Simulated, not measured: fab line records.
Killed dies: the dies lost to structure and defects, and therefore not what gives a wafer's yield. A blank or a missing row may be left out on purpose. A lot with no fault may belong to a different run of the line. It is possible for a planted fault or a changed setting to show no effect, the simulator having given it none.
Which tool did it? -- flow nand harc -- 36 wafers from 12 lots sampled at 7 of the route's 1159 steps

WHAT EACH GAUGE READ, for each wafer
NHARC_P_GATE_INSPECT_28.
lot,measured,on,raw defect count
L254,day 4 19:31,defect inspect-02,5 4 3
L256,day 5 00:52,defect inspect-01,13 9 9
L255,day 5 00:43,defect inspect-02,6 6 10
L257,day 5 14:41,defect inspect-01,6 6 7
L259,day 5 22:18,defect inspect-02,10 3 4
L260,day 6 10:07,defect inspect-02,3 7 6
L261,day 6 15:14,defect inspect-01,8 4 5
L269,day 8 07:13,defect inspect-01,9 5 437
L270,day 8 19:20,defect inspect-01,6 466 465
L273,day 9 13:45,defect inspect-01,9 4 8
L274,day 9 13:07,defect inspect-01,5 9 4
L275,day 10 00:51,defect inspect-02,8 5 13

NHARC_P_GATE_CD_MEAS_33.
lot,measured,on,cd nm (nm)
L254,day 4 20:23,cd sem-02,117 115 122
L256,day 5 01:56,cd sem-01,119 120 116
L255,day 5 01:43,cd sem-02,130 122 121
L257,day 5 15:53,cd sem-03,119 117 117
L259,day 5 23:16,cd sem-02,120 118 117
L260,day 6 10:59,cd sem-01,121 122 118
L261,day 6 16:10,cd sem-03,123 121 116
L269,day 8 08:05,cd sem-03,117 119 121
L270,day 8 20:15,cd sem-02,120 118 118
L273,day 9 14:53,cd sem-03,125 125 125
L274,day 9 14:07,cd sem-01,121 122 122
L275,day 10 01:43,cd sem-03,118 121 123

NHARC_P_GATE_INSPECT_68.
lot,measured,on,raw defect count
L254,day 5 14:10,defect inspect-02,269 247 430
L256,day 5 20:52,defect inspect-02,217 194 189
L255,day 5 19:53,defect inspect-02,195 244 168
L257,day 6 12:23,defect inspect-02,178 218 103
L259,day 6 18:01,defect inspect-01,227 207 173
L260,day 7 05:40,defect inspect-01,113 158 275
L261,day 7 15:01,defect inspect-02,158 176 125
L269,day 9 02:47,defect inspect-01,246 269 810
L270,day 9 14:04,defect inspect-01,171 685 620
L273,day 10 08:42,defect inspect-02,305 153 231
L274,day 10 07:55,defect inspect-01,201 161 282
L275,day 10 19:39,defect inspect-01,246 403 182

NHARC_END_SORT_01.
lot,measured,on,killed at array,killed at other,killed at periphery,killed dies,killed open,killed short
L260,day 24 11:29,prober-02,11 15 12,0 2 1,7 4 10,18 21 23,3 4 4,2 1 1
L269,day 25 18:42,prober-02,27 34 23,0 1 0,2 2 85,29 37 108,2 4 2,1 3 1
L270,day 26 02:29,prober-02,29 32 26,3 1 1,3 88 77,35 121 104,4 3 2,2 0 2

TOOL THAT RAN EACH LOT (tool first, then ch and the chambers of the sampled wafers, then the start)
lot,NHARC_P_STI_ETCH_15,NHARC_P_GATE_DEP_103,NHARC_P_GATE_ETCH_32
L254,"rie si-05 ch 1,2, day 2 12:22","pecvd-03 ch 0,1,2, day 4 18:50","rie si-06 ch 0,1,3, day 4 20:04"
L256,"rie si-03 ch 1,3, day 2 23:58","pecvd-03 ch 1,2, day 4 23:59","rie si-01 ch 0,2, day 5 01:35"
L255,"rie si-02 ch 0,1,2, day 3 00:01","pecvd-02 ch 0,2, day 4 23:58","rie si-04 ch 1,2,3, day 5 01:23"
L257,"rie si-02 ch 0,2,3, day 3 11:59","pecvd-04 ch 0,1,2, day 5 13:52","rie si-06 ch 0,3, day 5 15:34"
L259,"rie si-02 ch 0,2,3, day 3 18:05","pecvd-02 ch 1,2, day 5 21:32","rie si-04 ch 0,1,2, day 5 22:53"
L260,"rie si-05 ch 0,1,3, day 4 00:01","pecvd-02 ch 0,2, day 6 09:22","rie si-04 ch 2,3, day 6 10:38"
L261,"rie si-05 ch 0,1,2, day 4 07:20","pecvd-04 ch 1, day 6 14:19","rie si-06 ch 2,3, day 6 15:49"
L269,"rie si-02 ch 2,3, day 6 05:17","pecvd-04 ch 0,1,2, day 8 06:25","rie si-01 ch 0,3, day 8 07:45"
L270,"rie si-03 ch 1,2,3, day 6 12:25","pecvd-04 ch 0,2, day 8 18:32","rie si-04 ch 0,3, day 8 19:52"
L273,"rie si-03 ch 0,1, day 7 08:43","pecvd-02 ch 0,1,2, day 9 13:02","rie si-04 ch 2,3, day 9 14:32"
L274,"rie si-05 ch 1,2,3, day 7 08:56","pecvd-02 ch 0,1,2, day 9 12:22","rie si-04 ch 1,3, day 9 13:42"
L275,"rie si-05 ch 0,1,2, day 7 19:05","pecvd-03 ch 1,2, day 10 00:12","rie si-06 ch 0,1,2, day 10 01:23"
- NHARC_P_STI_ETCH_15: etches the open film in HBr/Cl2, target depth 300 nm, time 100.1 s.
- NHARC_P_GATE_DEP_103: deposits SiON, target thk 30 nm.
- NHARC_P_GATE_ETCH_32: etches the open film in HBr/Cl2, target depth 150 nm, time 100.1 s.

AS READ BY THE TOOLS THEMSELVES (means over the sampled wafers that have a number; for cases with no such wafer, the mark the record gives instead)
NHARC_P_STI_ETCH_15.
lot,tool,drypump motor current A (A),he backside leak sccm (sccm),oes product au (a.u.),throttle valve pct (%)
L254,rie si-05,5.4,2.53,0.989,26.412
L256,rie si-03,6.1,2.87,1.008,26.401
L255,rie si-02,5.7,2.80,0.995,26.392
L257,rie si-02,5.5,2.66,1.004,26.401
L259,rie si-02,5.5,2.66,1.001,26.408
L260,rie si-05,5.1,2.59,0.995,26.411
L261,rie si-05,5.2,2.46,0.994,26.402
L269,rie si-02,5.4,2.43,1.001,26.407
L270,rie si-03,5.9,2.61,1.007,26.404
L273,rie si-03,5.9,2.79,1.008,26.401
L274,rie si-05,5.3,2.49,0.993,26.400
L275,rie si-05,5.2,2.49,0.992,26.401

NHARC_P_GATE_DEP_103.
lot,tool,heater power w (W)
L254,pecvd-03,753
L256,pecvd-03,812
L255,pecvd-02,679
L257,pecvd-04,675
L259,pecvd-02,697
L260,pecvd-02,723
L261,pecvd-04,759
L269,pecvd-04,719
L270,pecvd-04,657
L273,pecvd-02,733
L274,pecvd-02,715
L275,pecvd-03,789

NHARC_P_GATE_ETCH_32.
lot,tool,drypump motor current A (A),he backside leak sccm (sccm),oes product au (a.u.),throttle valve pct (%)
L254,rie si-06,6.1,2.6,1.000,26.411
L256,rie si-01,6.3,2.9,1.009,26.397
L255,rie si-04,5.9,2.7,0.996,26.404
L257,rie si-06,6.5,2.6,0.992,26.411
L259,rie si-04,5.7,2.7,1.010,26.396
L260,rie si-04,6.3,2.6,1.015,26.408
L261,rie si-06,6.2,2.8,0.994,26.409
L269,rie si-01,6.1,2.7,1.015,26.408
L270,rie si-04,6.0,2.8,1.015,26.409
L273,rie si-04,6.3,2.6,1.017,26.406
L274,rie si-04,5.6,2.8,1.001,26.407
L275,rie si-06,6.0,3.3,0.994,26.402

THE ANSWER, worked out from the rows above alone
Rule: the usual values come from the lots themselves. Put in order of their means at a reading, lots are off if they are a third of the lots or fewer, leave a main group of 4 or more, and stand apart from it by a gap of 3 or more times the standard deviation of the main group's means; of several such gaps the widest counts. A main group is skipped when, at the precision printed for the reading in the tables above, its means are all equal. Also off: a lot with no number at a reading for which 4 or more lots have one. Where the step has rows for the other lots, those lots are counted as sound. The gauges are gone through in route order, then the tools' own readings, and for those a lot's mean is taken as printed above. The first step at which some lot is off is used, and at that step the reading that is off furthest; a lot without a number counts as furthest.
Off: L269, L270, at NHARC_P_GATE_INSPECT_28 (raw defect count). The main group has a mean of 6.6 with a standard deviation of 1.7.
If a tool, at a process step before that reading, ran all the lots that are off and no sound lot after the first of them, it fits. Gauges at NHARC_P_GATE_INSPECT_28: tried the same way as those tools. One fits: NHARC_P_GATE_DEP_103 on pecvd-04. Its last sound lot is L261 (day 6 14:19), its first lot that is off L269 (day 8 06:25): a fault that began between those two fits.

WHAT HAD BEEN PUT IN BY THE SIMULATOR
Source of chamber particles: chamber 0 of pecvd-04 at NHARC_P_GATE_DEP_103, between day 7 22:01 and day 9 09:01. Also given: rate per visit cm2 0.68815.
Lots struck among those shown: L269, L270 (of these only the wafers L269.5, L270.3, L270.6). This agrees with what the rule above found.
